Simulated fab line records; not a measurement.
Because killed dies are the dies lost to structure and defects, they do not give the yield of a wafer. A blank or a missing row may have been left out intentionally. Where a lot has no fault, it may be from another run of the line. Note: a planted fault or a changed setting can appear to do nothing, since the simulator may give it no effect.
fab line records	flow n5Finfet
record lots=6	wafers=16	lastDay=21
route steps=1938 shown BEOL_M1@785 BEOL_M4@1111 PASSIVATION@1936
lots with no fault: from the same line, run without faults
startH: hours from the record's first day to the start of the lot's first wafer shown	waitH: hours from the lot's prior step to this one	" as in the row above	L1.1+2: several wafers, shown together as one row	- either no value or no given start	* or withheld: withheld	< > ~ a bound
route shown NAME@n: NAME is a module with steps in the file, n the number in the route of the first one	usual: mean/standard deviation of fault-free wafers	same: alike in all rows	chamber/n: place in a boat	sites: each site's reading	_std_site: their standard deviation	_edge_site: outer sites' mean less inner sites'	radiusMm: how far each site lies from the wafer's centre	mask NAME#n: copy n	behind: the most recent tool/chamber to have shaped the wafer	hold: reason for holding the lot/hours on hold/outcome of the hold	device: whichever transistor did not switch (one of n, p or np)	end of line: at the end of the route, the tests of the same wafers	a step without rows: its recipe alone	killed: dies lost to structure and defects at the first sort, not the wafer's yield	map: a wafer's dies, x killed, . not, _ none there
set.NAME: the setting that was run; set.NAME@STEP: the one run at that earlier step	model.NAME: the simulator's own value behind a step, which no gauge read
certain route steps with their lots: each step a table, each wafer a row
services: the hour from which a tool's chamber was out of use, counted from the record's first day as startH (under 0 if before that day), plus the number of hours and why
## steps
# step N5_BEOL_M1_DEVELOP_27
# recipe developTimeS=30	developer=TMAH	resist=CAR-EUV	rinseLiquid=surfactantRinse	dry=airSpin	devTempC=23
# step N5_BEOL_M1_CD_MEAS_28
# recipe landingEnergyEv=500	detector=seInlens	targetCdYNm=23.3
# usual cdNm=23.98/0.22
lot.wafer	tool	chamber	startH	waitH	cdNm
L223.1	cdSem-02	0	133.55	-	24.25
L223.3	"	0	"	"	24.08
L223.6	"	0	"	"	23.94
L228.2	cdSem-01	0	160.17	-	23.69
L228.6	"	0	"	"	23.91
L229.3	cdSem-02	0	163.01	-	23.74
L229.5	"	0	"	"	24.11
L229.6	"	0	"	"	23.86
L231.5	cdSem-02	0	182.55	-	23.67
L231.6	"	0	"	"	23.94
L239.4	cdSem-01	0	228.10	-	23.92
L239.5	"	0	"	"	24.09
L239.6	"	0	"	"	24.27
L242.2	cdSem-03	0	234.72	-	23.95
L242.3	"	0	"	"	24.00
L242.4	"	0	"	"	24.08
# step N5_BEOL_M1_OVL_MEAS_29
# recipe pointsPerWafer=522
# usual V0_OVL=-0.5/0.8
# same pointsPerWafer=522
lot.wafer	tool	chamber	startH	waitH	V0_OVL[nm]
L223.1	overlay-02	0	133.58	0.0	-2.1
L223.3	"	0	"	"	-1.5
L223.6	"	0	"	"	-0.2
L228.2	overlay-01	0	160.21	0.0	-0.2
L228.6	"	0	"	"	-0.2
L229.3	overlay-02	0	163.05	0.0	0.8
L229.5	"	0	"	"	0.2
L229.6	"	0	"	"	0.4
L231.5	overlay-02	0	182.60	0.0	0.2
L231.6	"	0	"	"	0.6
L239.4	overlay-02	0	228.14	0.0	-1.1
L239.5	"	0	"	"	-1.9
L239.6	"	0	"	"	-0.9
L242.2	overlay-02	0	234.76	0.0	-0.3
L242.3	"	0	"	"	-0.8
L242.4	"	0	"	"	0.3
# step N5_BEOL_M1_INSPECT_30
# recipe mode=adi	inspectInstrument=brightfield
# usual rawDefectCount=382/85
lot.wafer	tool	chamber	startH	waitH	rawDefectCount
L223.1	defectInspect-02	-	133.64	0.1	448
L223.3	"	-	"	"	312
L223.6	"	-	"	"	283
L228.2	defectInspect-02	-	160.26	0.0	235
L228.6	"	-	"	"	325
L229.3	defectInspect-02	-	163.10	0.0	357
L229.5	"	-	"	"	358
L229.6	"	-	"	"	356
L231.5	defectInspect-02	-	182.64	0.0	342
L231.6	"	-	"	"	460
L239.4	defectInspect-01	-	228.18	0.0	487
L239.5	"	-	"	"	384
L239.6	"	-	"	"	414
L242.2	defectInspect-01	-	234.81	0.0	456
L242.3	"	-	"	"	375
L242.4	"	-	"	"	468
# step N5_BEOL_M1_DESCUM_33
# recipe chemistry=O2	timeS=7	sourcePowerW=50	biasPowerW=20	pressureMtorr=20	rfFrequencyHz=2.712e+07	tempC=40	resist=CAR-EUV	o2FlowSccm=225
# step N5_BEOL_M1_ETCH_77
# recipe chemistry=N2/H2	target=underlayer	targetDepthA=65	maskMaterial=CAR-EUV	timeS=5.2	ionEnergyEv=200	pressureMtorr=30	sourceW=840	biasW=150	n2FlowSccm=200	h2FlowSccm=200	ends=cleared
# usual drypumpMotorCurrentA=5.9/0.39	etchRfOnTimeS=5.20/0.077	oesProductAu=0.68/0.071	rfFwdPowerW=819.3/2.6	rfVppV=523.6/2.5	showerheadPlenumPTorr=2.53/0.081	throttleValvePct=17.82/0.15
lot.wafer	tool	chamber	startH	waitH	drypumpMotorCurrentA	etchRfOnTimeS	oesProductAu	rfFwdPowerW	rfHoursCounterH	rfVppV	showerheadPlenumPTorr	throttleValvePct
L223.1	rieDiel-01	3	133.71	0.0	6.1	5.11	0.79	821.2	11	527.8	2.61	17.67
L223.3	"	2	"	"	5.7	5.26	0.70	816.7	58	525.9	2.58	18.06
L223.6	"	2	"	"	5.7	5.21	0.70	820.2	-	525.8	2.58	18.04
L228.2	rieDiel-01	0	160.36	0.0	5.4	5.12	0.82	819.3	7	521.4	2.50	17.74
L228.6	"	3	"	"	6.1	5.04	0.79	823.5	-	524.2	2.60	17.66
L229.3	rieDiel-06	3	163.16	0.0	5.8	5.29	0.58	822.4	226	518.6	2.41	17.75
L229.5	"	1	"	"	6.3	5.10	0.83	823.1	-	523.0	2.50	17.83
L229.6	"	0	"	"	6.5	5.21	0.66	819.2	-	527.8	2.65	17.87
L231.5	rieDiel-03	3	182.72	0.0	6.2	5.15	0.69	817.9	-	523.5	2.46	17.61
L231.6	"	2	"	"	5.9	5.07	0.72	817.2	-	524.5	2.59	17.85
L239.4	rieDiel-01	3	228.58	0.0	6.1	5.05	0.76	821.3	44	525.1	2.59	17.73
L239.5	"	3	"	"	6.1	5.07	0.76	816.5	-	526.9	2.59	17.71
L239.6	"	0	"	"	5.4	5.09	0.76	821.6	-	522.3	2.49	17.76
L242.2	rieDiel-03	2	234.88	0.0	5.9	5.13	0.69	821.4	70	525.7	2.58	17.86
L242.3	"	1	"	"	5.2	5.23	0.59	819.0	239	526.6	2.61	17.79
L242.4	"	3	"	"	6.2	5.19	0.68	825.9	112	519.2	2.45	17.61
# step N5_BEOL_M1_ETCH_69
# recipe chemistry=CF4	target=SiARC	targetDepthA=156	maskMaterial=CAR-EUV	timeS=26	ionEnergyEv=80	pressureMtorr=40	sourceW=545	biasW=36	Ar_flow_sccm=100	cf4FlowSccm=100	ends=cleared
# usual drypumpMotorCurrentA=5.9/0.38	etchRfOnTimeS=26.0/0.38	oesProductAu=0.69/0.07	rfFwdPowerW=531.7/1.8	rfVppV=184.0/1.1	showerheadPlenumPTorr=2.13/0.065	throttleValvePct=15.56/0.12
lot.wafer	tool	chamber	startH	waitH	drypumpMotorCurrentA	etchRfOnTimeS	oesProductAu	rfFwdPowerW	rfHoursCounterH	rfVppV	showerheadPlenumPTorr	throttleValvePct
L223.1	rieDiel-01	3	133.73	0.0	6.1	25.0	0.82	532.8	11	184.7	2.19	15.35
L223.3	"	2	"	"	5.7	25.8	0.71	531.4	58	185.0	2.18	15.77
L223.6	"	2	"	"	5.7	25.9	0.72	529.4	-	186.3	2.18	15.75
L228.2	rieDiel-01	0	160.37	0.0	5.4	25.6	0.80	533.9	7	184.9	2.11	15.50
L228.6	"	3	"	"	6.1	25.1	0.79	535.0	-	184.5	2.18	15.36
L229.3	rieDiel-06	3	163.18	0.0	5.8	26.2	0.59	532.3	226	182.7	2.03	15.53
L229.5	"	1	"	"	6.3	25.7	0.84	528.1	-	183.4	2.11	15.56
L229.6	"	0	"	"	6.5	26.2	0.66	532.3	-	184.1	2.23	15.56
L231.5	rieDiel-03	3	182.76	0.0	6.2	25.8	0.70	530.7	-	182.3	2.07	15.43
L231.6	"	2	"	"	5.9	25.4	0.73	535.7	-	183.2	2.18	15.54
L239.4	rieDiel-01	3	228.60	0.0	6.1	25.4	0.75	530.1	44	184.7	2.18	15.41
L239.5	"	3	"	"	6.1	25.2	0.76	531.5	-	184.2	2.18	15.43
L239.6	"	0	"	"	5.4	25.9	0.76	530.2	-	184.0	2.10	15.54
L242.2	rieDiel-03	2	234.89	0.0	5.9	25.7	0.71	534.4	70	184.2	2.17	15.56
L242.3	"	1	"	"	5.2	26.4	0.59	531.1	239	185.7	2.20	15.56
L242.4	"	3	"	"	6.2	26.3	0.68	531.8	112	181.2	2.07	15.44
# step N5_BEOL_M1_ALD_98
# recipe material=SiO2	targetThkA=25	tempC=100	aldPrecursorFamily=BDEAS	aldCoReactant=O2-plasma	pulseTimeS=1	coReactantPulseTimeS=1	purgeTimeS=2	coReactantPurgeTimeS=2	aldCycles=17	pressureTorr=2
# usual heaterPowerW=78/9.2	precursorPulseHeightRel=1.002/0.018
lot.wafer	tool	chamber	startH	waitH	heaterPowerW	precursorPulseHeightRel
L223.1	aldSin-02	1	133.81	0.1	76	0.994
L223.3	"	0	"	"	72	0.982
L223.6	"	1	"	"	76	0.992
L228.2	aldSin-02	2	160.78	0.4	74	0.992
L228.6	"	2	"	"	74	0.980
L229.3	aldSin-03	1	163.26	0.1	68	0.976
L229.5	"	1	"	"	69	1.002
L229.6	"	2	"	"	99	1.023
L231.5	aldSin-04	1	183.63	0.8	73	1.053
L231.6	"	2	"	"	69	1.037
L239.4	aldSin-04	1	229.68	1.1	75	0.987
L239.5	"	1	"	"	74	0.975
L239.6	"	0	"	"	81	1.000
L242.2	aldSin-04	2	234.98	0.1	70	0.990
L242.3	"	3	"	"	91	1.004
L242.4	"	0	"	"	81	1.020
# step N5_BEOL_M1_ETCHBACK_99
# recipe chemistry=CHF3	target=SiO2	targetDepthA=50	timeS=10.4	sourceW=215	biasW=47	Ar_flow_sccm=200	CHF3_flow_sccm=12	ionEnergyEv=100	pressureMtorr=30
# usual CHF3_flow_sccm=12.00/0.037	drypumpMotorCurrentA=5.8/0.35	oesProductAu=0.83/0.087	rfFwdPowerW=212.3/0.79	rfVppV=239.1/2.9	showerheadPlenumPTorr=2.15/0.068	throttleValvePct=17.04/0.15
lot.wafer	tool	chamber	startH	waitH	CHF3_flow_sccm	drypumpMotorCurrentA	oesProductAu	rfFwdPowerW	rfHoursCounterH	rfVppV	showerheadPlenumPTorr	throttleValvePct
L223.1	rieDiel-01	2	135.80	1.9	12.02	5.7	0.83	212.2	60	241.3	2.18	17.22
L223.3	"	3	"	"	12.05	6.1	0.95	212.3	13	235.8	2.20	16.81
L223.6	"	3	"	"	12.02	6.0	0.95	213.4	-	237.3	2.20	16.81
L228.2	rieDiel-01	2	177.78	16.9	11.92	5.7	0.82	213.3	70	244.5	2.18	17.21
L228.6	"	3	"	"	11.98	6.0	0.91	212.8	-	236.1	2.19	16.83
L229.3	rieDiel-03	1	179.53	16.2	11.94	5.2	0.70	211.3	219	245.1	2.22	16.95
L229.5	"	3	"	"	11.98	6.2	0.82	212.4	-	237.3	2.08	16.88
L229.6	"	2	"	"	11.98	5.8	0.84	214.1	-	239.0	2.19	17.01
L231.5	rieDiel-01	2	191.87	8.2	12.00	5.7	0.82	211.4	-	242.9	2.18	17.24
L231.6	"	1	"	"	12.00	5.6	0.71	212.3	-	238.6	2.03	17.35
L239.4	rieDiel-03	0	234.24	4.5	12.07	6.0	0.86	210.8	56	244.0	2.10	17.18
L239.5	"	1	"	"	11.97	5.2	0.69	211.0	-	243.5	2.21	16.97
L239.6	"	2	"	"	12.01	5.9	0.82	212.1	-	236.6	2.19	17.05
L242.2	rieDiel-03	1	243.95	8.9	12.01	5.2	0.69	211.6	241	243.6	2.21	16.98
L242.3	"	3	"	"	11.98	6.2	0.80	211.8	114	236.8	2.07	16.90
L242.4	"	0	"	"	11.98	6.0	0.84	212.1	58	242.4	2.10	17.20
# step N5_BEOL_M1_ETCH_70
# recipe chemistry=N2/H2	target=SOC	targetDepthA=800	overetchA=160	maskMaterial=SiARC	tempC=40	timeS=120	ionEnergyEv=200	pressureMtorr=30	sourceW=840	biasW=150	n2FlowSccm=200	h2FlowSccm=200
# usual drypumpMotorCurrentA=5.8/0.35	oesProductAu=0.63/0.063	rfFwdPowerW=834.8/2.7	rfVppV=523.7/2.4	runLengthS=143.2/0.37	showerheadPlenumPTorr=2.54/0.083	tempC=40.01/0.11	throttleValvePct=17.80/0.17
lot.wafer	tool	chamber	startH	waitH	drypumpMotorCurrentA	oesProductAu	rfFwdPowerW	rfHoursCounterH	rfVppV	runLengthS	showerheadPlenumPTorr	tempC	throttleValvePct
L223.1	rieDiel-01	2	135.83	0.0	5.7	0.64	839.4	60	526.8	143.9	2.58	40.05	18.00
L223.3	"	3	"	"	6.1	0.72	836.3	13	525.8	142.7	2.61	39.96	17.60
L223.6	"	3	"	"	6.1	0.72	836.3	-	525.9	142.8	2.61	39.93	17.60
L228.2	rieDiel-01	2	177.82	0.0	5.7	0.63	837.0	70	526.8	143.4	2.58	40.13	18.03
L228.6	"	3	"	"	6.1	0.69	833.6	-	525.3	142.9	2.60	40.11	17.63
L229.3	rieDiel-03	1	179.57	0.0	5.2	0.54	836.1	220	525.6	143.3	2.62	40.02	17.70
L229.5	"	3	"	"	6.2	0.62	835.7	-	522.2	142.9	2.46	39.91	17.53
L229.6	"	2	"	"	5.9	0.65	837.8	-	525.0	142.4	2.59	39.84	17.79
L231.5	rieDiel-01	2	191.92	0.0	5.7	0.62	835.8	-	524.1	143.7	2.58	39.93	18.04
L231.6	"	1	"	"	5.6	0.55	834.0	-	521.0	143.3	2.40	40.07	18.20
L239.4	rieDiel-03	0	234.28	0.0	6.0	0.65	837.1	56	523.1	143.0	2.48	40.05	17.91
L239.5	"	1	"	"	5.2	0.52	836.2	-	526.2	143.5	2.61	39.97	17.74
L239.6	"	2	"	"	5.9	0.63	832.3	-	523.6	142.4	2.58	40.07	17.82
L242.2	rieDiel-03	1	243.98	0.0	5.2	0.52	828.3	241	525.1	143.5	2.61	40.16	17.72
L242.3	"	3	"	"	6.2	0.61	835.0	114	520.0	143.3	2.45	40.17	17.57
L242.4	"	0	"	"	6.0	0.65	834.8	58	522.2	143.1	2.48	40.01	17.89
# step N5_BEOL_M1_STRIP_71
# recipe chemistry=N2/H2	tempC=40	n2FlowSccm=200	h2FlowSccm=200	rfFrequencyHz=6e+07
# step N5_BEOL_M1_STRIP_78
# recipe chemistry=N2/H2	tempC=40	n2FlowSccm=200	h2FlowSccm=200	rfFrequencyHz=6e+07
# step N5_BEOL_M1_VIA_ETCH_34
# recipe chemistry=C4F6/O2	targetDepthA=678	maskMaterial=SOC	pressureMtorr=15	ionEnergyEv=250	taperDeg=4	timeS=64.4	sourceW=350	biasW=170	Ar_flow_sccm=300	C4F6_flow_sccm=10	O2_flow_sccm=10
# usual O2_flow_sccm=10.001/0.028	drypumpMotorCurrentA=5.8/0.35	oesProductAu=0.83/0.088	rfFwdPowerW=346.7/1.2	rfVppV=661/7.7	runLengthS=87.6/0.39	showerheadPlenumPTorr=2.84/0.086	throttleValvePct=30.75/0.17
lot.wafer	tool	chamber	startH	waitH	O2_flow_sccm	drypumpMotorCurrentA	oesProductAu	rfFwdPowerW	rfHoursCounterH	rfVppV	runLengthS	showerheadPlenumPTorr	throttleValvePct	model.etch.depthNm	model.SOC_of_BEOL_M1_COAT_67.thkNm
L223.1	rieDiel-01	2	135.93	0.0	10.015	5.7	0.82	347.9	60	671	87.7	2.88	30.94	67.39	51.8
L223.3	"	3	"	"	10.035	6.1	0.94	346.1	13	655	87.6	2.90	30.56	68.19	52
L223.6	"	3	"	"	10.041	6.1	0.95	346.2	-	653	87.2	2.90	30.55	69.31	51.8
L228.2	rieDiel-01	2	177.92	0.0	9.935	5.7	0.81	347.1	70	672	88.2	2.87	30.95	67.22	52
L228.6	"	3	"	"	9.965	6.1	0.91	-	-	653	71.0	2.89	30.59	51.24	54
L229.3	rieDiel-03	1	179.67	0.0	9.982	5.2	0.70	343.1	220	674	87.8	2.92	30.42	66.96	52
L229.5	"	3	"	"	10.025	6.2	0.81	346.9	-	658	87.5	2.75	30.49	67.96	52
L229.6	"	2	"	"	9.984	5.9	0.85	348.6	-	658	87.4	2.89	30.76	68.71	51.6
L231.5	rieDiel-01	2	192.01	0.0	9.963	5.7	0.82	349.5	-	671	87.8	2.87	30.94	68.18	51.6
L231.6	"	1	"	"	9.987	5.6	0.71	-	-	660	71.1	2.69	30.98	50.38	53.8
L239.4	rieDiel-03	0	234.38	0.0	10.035	6.0	0.86	347.9	56	671	87.4	2.78	30.99	68.15	52.2
L239.5	"	1	"	"	10.018	5.2	0.69	346.0	-	674	88.0	2.91	30.44	66.34	52.4
L239.6	"	2	"	"	9.956	5.9	0.82	348.9	-	657	87.1	2.88	30.78	68.27	52
L242.2	rieDiel-03	1	244.08	0.0	9.924	5.2	0.69	345.6	241	676	87.8	2.91	30.45	67.04	51.8
L242.3	"	3	"	"	10.005	6.1	0.79	347.6	114	658	87.3	2.74	30.51	67.25	51.8
L242.4	"	0	"	"	9.987	6.0	0.85	348.4	58	671	87.3	2.78	31.00	67.92	52
# step N5_BEOL_M1_STRIP_83
# recipe chemistry=C4F6/O2	resist=SiARC	rfFrequencyHz=6e+07
# step N5_BEOL_M4_RC_MEAS_101
# usual DIBL_N=36.3/1.1	DIBL_P=36.3/1.4	IOFF_N=0.155/0.019	IOFF_P=0.211/0.027	ION_N=672/8.5	ION_P=462/5.8	SS_N=71.5/0.56	SS_P=73.3/0.52	VT_N=249.9/2.5	VT_P=-249.8/2.8
lot.wafer	tool	chamber	startH	waitH	DIBL_N[mV/V]	DIBL_P[mV/V]	IOFF_N[nA/um]	IOFF_P[nA/um]	ION_N[uA/um]	ION_P[uA/um]	SS_N[mV/dec]	SS_P[mV/dec]	VT_N[mV]	VT_P[mV]
L223.1	prober-01	0	210.04	0.0	35.1	36.2	0.143	0.197	664	453	71.6	72.3	253.7	-249.6
L223.3	"	0	"	"	35.3	36.1	0.152	0.196	681	460	72.1	73.4	248.7	-252.2
L223.6	"	0	"	"	38.4	40.2	0.228	0.288	693	467	71.9	74.4	246.0	-245.8
L228.2	prober-01	0	257.04	0.2	38.5	37.7	0.177	0.217	671	459	71.1	74.3	247.6	-254.1
L228.6	"	0	"	"	36.9	36.7	0.152	0.209	665	456	71.6	73.0	250.0	-247.1
L229.3	prober-02	0	289.88	0.3	35.3	35.3	0.149	0.185	672	461	71.3	73.5	249.7	-252.8
L229.5	"	0	"	"	36.5	37.0	0.173	0.213	683	468	71.7	73.4	246.0	-247.2
L229.6	"	0	"	"	37.4	37.2	0.183	0.226	678	457	71.5	73.6	247.7	-249.5
L231.5	prober-02	0	311.67	0.6	36.5	37.2	0.148	0.181	670	455	71.5	72.3	249.4	-254.8
L231.6	"	0	"	"	36.9	37.3	0.154	0.184	675	455	70.8	73.3	250.4	-252.2
L239.4	prober-01	0	376.75	0.5	35.4	34.8	0.151	0.195	681	464	71.3	73.0	250.4	-250.3
L239.5	"	0	"	"	36.7	36.3	0.170	0.219	685	466	71.9	73.4	247.7	-248.3
L239.6	"	0	"	"	36.6	36.2	0.169	0.214	684	467	71.5	73.8	248.6	-247.7
L242.2	prober-02	0	390.21	0.2	37.2	37.6	0.175	0.237	686	467	71.5	73.8	245.8	-248.3
L242.3	"	0	"	"	36.9	37.1	0.168	0.230	677	466	71.7	73.5	245.2	-246.1
L242.4	"	0	"	"	36.7	37.0	0.160	0.228	682	471	71.8	73.3	247.4	-247.4
# step N5_PASSIVATION_PROBE_49
# usual defectLimitedYield=91.4/1.2	killed_at_M0_to_M3=34/10	killed_at_M4_up=14/5.1	killedAtContacts=12/6.4	killedAtFrontEnd=38/9.3	killedAtOther=4/3	killedDies=102/15	killedOpen=67/12	killedShort=33/6.9	sort_bin_5_function=5.0/0.86	sort_bin_6_memory=3.2/0.58	sortNPass=1078/15	sortYieldPct=91.4/1.2
# same grossDies=1180	killedAtBackSide=0	sort_bin_4_leakage[%]=0	sort_bin_8_speed[%]=0
lot.wafer	tool	chamber	startH	waitH	defectLimitedYield[%]	killed_at_M0_to_M3	killed_at_M4_up	killedAtContacts	killedAtFrontEnd	killedAtOther	killedDies	killedOpen	killedShort	sort_bin_5_function[%]	sort_bin_6_memory[%]	sortNPass	sortYieldPct[%]
L223.1	prober-02	-	313.66	0.0	91.9	42	6	12	25	11	96	62	33	5.1	2.5	1084	91.9
L223.3	prober-02	-	313.76	0.1	91.8	40	1	11	37	8	97	68	28	5.2	2.8	1083	91.8
L223.6	prober-02	-	313.91	0.3	90.2	38	10	8	46	14	116	82	33	5.7	3.8	1064	90.2
L228.6	prober-01	-	358.56	0.3	91.4	27	25	5	44	1	102	58	39	4.8	3.1	1078	91.4
L229.3	prober-01	-	388.63	0.1	90.6	30	13	15	49	4	111	72	37	4.9	3.6	1069	90.6
L229.5	prober-01	-	388.73	0.2	92.3	32	15	16	28	0	91	64	25	4.0	3.4	1089	92.3
L229.6	prober-01	-	388.78	0.3	93.4	25	15	19	19	0	78	55	21	4.1	2.2	1102	93.4
L231.6	prober-02	-	422.44	0.6	92.5	27	13	5	36	8	89	53	35	4.2	2.9	1091	92.5
L239.4	prober-01	-	485.69	0.2	93.1	23	15	5	37	1	81	46	34	4.3	2.1	1099	93.1
L239.5	prober-01	-	485.74	0.2	90.7	37	20	5	44	4	110	73	33	6.1	2.7	1070	90.7
L239.6	prober-01	-	485.79	0.3	93.5	18	16	4	34	5	77	47	28	3.6	2.8	1103	93.5
L242.2	prober-01	-	509.00	0.1	90.6	34	4	19	50	4	111	82	28	5.8	3.5	1069	90.6
L242.3	prober-01	-	509.05	0.1	92.4	24	8	13	39	6	90	58	29	5.1	2.1	1090	92.4
L242.4	prober-01	-	509.10	0.2	90.6	27	12	15	47	10	111	70	39	5.3	3.7	1069	90.6
# killed by level:class
L223.1 BEOL_M0_SAQP:geometricParticle:open=10 BEOL_M0_SAQP:geometricParticle:short=10 MOL_CONTACT_COAG:geometricParticle:open=9 STI_FIN_REVEAL:geometricParticle:open=8 BEOL_M3:geometricParticle:open=8 FIN_SAQP:geometricParticle:short=5 BEOL_M2:geometricParticle:open=5 BEOL_M0:geometricParticle:open=4
L223.3 FIN_SAQP:geometricParticle:open=10 MOL_CONTACT_COAG:geometricParticle:open=10 BEOL_M0_SAQP:geometricParticle:short=7 FIN_SAQP:geometricParticle:short=6 STI_FIN_REVEAL:geometricParticle:open=6 BEOL_M3:geometricParticle:open=6 BEOL_M0_SAQP:geometricParticle:open=6 BEOL_M1:geometricParticle:open=6
L223.6 STI_FIN_REVEAL:geometricParticle:open=21 BEOL_M0_SAQP:geometricParticle:open=9 BEOL_M0_SAQP:geometricParticle:short=8 MOL_CONTACT_COAG:geometricParticle:open=7 BEOL_M1:geometricParticle:open=6 BEOL_M2:geometricParticle:open=6 PASS1_CAP:geometricParticle:open=6 FIN_SAQP:geometricParticle:short=5
L228.6 GATE_CUT:geometricParticle:short=10 STI_FIN_REVEAL:geometricParticle:open=8 BEOL_M0_SAQP:geometricParticle:open=8 BEOL_M0_SAQP:geometricParticle:short=6 BEOL_M4:geometricParticle:open=6 BEOL_M5:geometricParticle:open=6 DUMMY_GATE:geometricParticle:open=5 BEOL_M3:geometricParticle:open=5
L229.3 FIN_SAQP:geometricParticle:short=15 STI_FIN_REVEAL:geometricParticle:open=13 MOL_CONTACT_COAG:geometricParticle:open=12 FIN_SAQP:geometricParticle:open=10 BEOL_M2:geometricParticle:open=7 BEOL_M0_SAQP:geometricParticle:open=6 BEOL_M4:geometricParticle:open=6 BEOL_M1:geometricParticle:open=5
L229.5 MOL_CONTACT_COAG:geometricParticle:open=9 FIN_SAQP:geometricParticle:open=8 MOL_CONTACT_COAG:geometricParticle:short=7 BEOL_M0_SAQP:geometricParticle:open=7 BEOL_M4:geometricParticle:open=7 BEOL_M0_SAQP:geometricParticle:short=5 BEOL_M1:geometricParticle:open=5 BEOL_M2:geometricParticle:open=5
L229.6 MOL_CONTACT_COAG:geometricParticle:open=16 BEOL_M0_SAQP:geometricParticle:open=8 BEOL_M3:geometricParticle:open=6 BEOL_M0_SAQP:geometricParticle:short=5 FIN_SAQP:geometricParticle:open=3 GATE_CUT:geometricParticle:open=3 GATE_CUT:geometricParticle:short=3 MOL_CONTACT_COAG:geometricParticle:short=3
L231.6 FIN_SAQP:geometricParticle:open=8 BEOL_M4:geometricParticle:open=7 BEOL_M1:geometricParticle:open=6 FIN_SAQP:geometricParticle:short=5 BEOL_M0_SAQP:geometricParticle:short=5 BEOL_M0_SAQP:geometricParticle:open=5 DUMMY_GATE:geometricParticle:open=4 GATE_CUT:geometricParticle:short=4
L239.4 FIN_SAQP:geometricParticle:short=8 BEOL_M0_SAQP:geometricParticle:short=8 DUMMY_GATE:geometricParticle:open=6 FIN_SAQP:geometricParticle:open=5 BEOL_M4:geometricParticle:open=5 BEOL_M3:geometricParticle:open=5 BEOL_M2:geometricParticle:open=5 MOL_CONTACT_COAG:geometricParticle:open=4
L239.5 STI_FIN_REVEAL:geometricParticle:open=12 FIN_SAQP:geometricParticle:open=9 BEOL_M0_SAQP:geometricParticle:short=9 BEOL_M2:geometricParticle:open=9 BEOL_M4:geometricParticle:open=9 BEOL_M0_SAQP:geometricParticle:open=8 FIN_SAQP:geometricParticle:short=7 BEOL_M5:geometricParticle:open=6
L239.6 BEOL_M4:geometricParticle:open=9 FIN_SAQP:geometricParticle:open=5 FIN_SAQP:geometricParticle:short=5 FIN_CUT:geometricParticle:short=4 BEOL_M2:geometricParticle:open=4 BEOL_M0_SAQP:geometricParticle:open=4 FIN_CUT:geometricParticle:open=3 DUMMY_GATE:geometricParticle:open=3
L242.2 STI_FIN_REVEAL:geometricParticle:open=20 MOL_CONTACT_COAG:geometricParticle:open=15 BEOL_M2:geometricParticle:open=10 BEOL_M0_SAQP:geometricParticle:open=9 DUMMY_GATE:geometricParticle:open=6 FIN_SAQP:geometricParticle:short=5 BEOL_M0_SAQP:geometricParticle:short=5 ILD0:geometricParticle:short=4
L242.3 MOL_CONTACT_COAG:geometricParticle:open=11 STI_FIN_REVEAL:geometricParticle:open=10 BEOL_M1:geometricParticle:open=8 BEOL_M2:geometricParticle:open=6 FIN_SAQP:geometricParticle:short=5 DUMMY_GATE:geometricParticle:open=5 FIN_SAQP:geometricParticle:open=4 STI_FIN_REVEAL:geometricParticle:short=4
L242.4 MOL_CONTACT_COAG:geometricParticle:open=11 BEOL_M2:geometricParticle:open=11 STI_FIN_REVEAL:geometricParticle:open=10 STI_FIN_REVEAL:geometricParticle:short=7 DUMMY_GATE:geometricParticle:open=7 BEOL_M0_SAQP:geometricParticle:short=6 FIN_SAQP:geometricParticle:short=5 GATE_CUT:geometricParticle:short=5
## services
tool	chamber	startH	hours	kind
aldSin-03	2	112.53	13.7	repair
aldSin-03	0	118.27	20.1	repair
rieDiel-06	1	123.02	-	clean
rieDiel-03	0	125.34	6.0	repair
rieDiel-01	0	128.42	-	clean
rieDiel-01	0	128.42	-	consumableReplace:focusRing
rieDiel-01	0	128.42	12.2	scheduledDown
rieDiel-01	0	128.42	12.2	ventCycle
rieDiel-01	2	154.65	6.9	repair
aldSin-04	1	168.36	12.8	repair
aldSin-02	3	170.47	2.3	repair
aldSin-02	-	176.87	14.0	pm
rieDiel-01	0	189.86	5.1	repair
rieDiel-01	2	208.89	1.8	repair
aldSin-04	-	220.95	0.9	repair
rieDiel-01	-	225.35	2.8	pm
rieDiel-01	1	228.66	-	clean
rieDiel-01	1	228.66	-	consumableReplace:focusRing
rieDiel-01	1	228.66	-	consumableReplace:showerhead
rieDiel-01	1	228.66	18.6	scheduledDown
rieDiel-01	1	228.66	18.6	ventCycle
aldSin-04	1	232.79	7.4	repair
aldSin-04	2	235.96	2.7	repair
aldSin-04	3	241.21	4.3	repair
## key
firstSign step=N5_BEOL_M1_VIA_ETCH_34	reading=runLengthS	direction=down	sigmas=42	usual=*	struck=*
effect none on later readings
modelEffect step=N5_BEOL_M1_VIA_ETCH_34	value=etch.depthNm	without=67.95	struck=50.81
metAt N5_BEOL_M1_VIA_ETCH_34
struckWafers L228.6,L231.6
onsetBetween 135.93 177.92
fault kind=processParameterDrift	tool=rieDiel-01	chamber=-	onsetH=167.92	steps=N5_BEOL_M1_VIA_ETCH_34	channel=timeS	offset=*	shape=step	endH=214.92	scope=struckWafersOnly	actsIn=*	stated=*
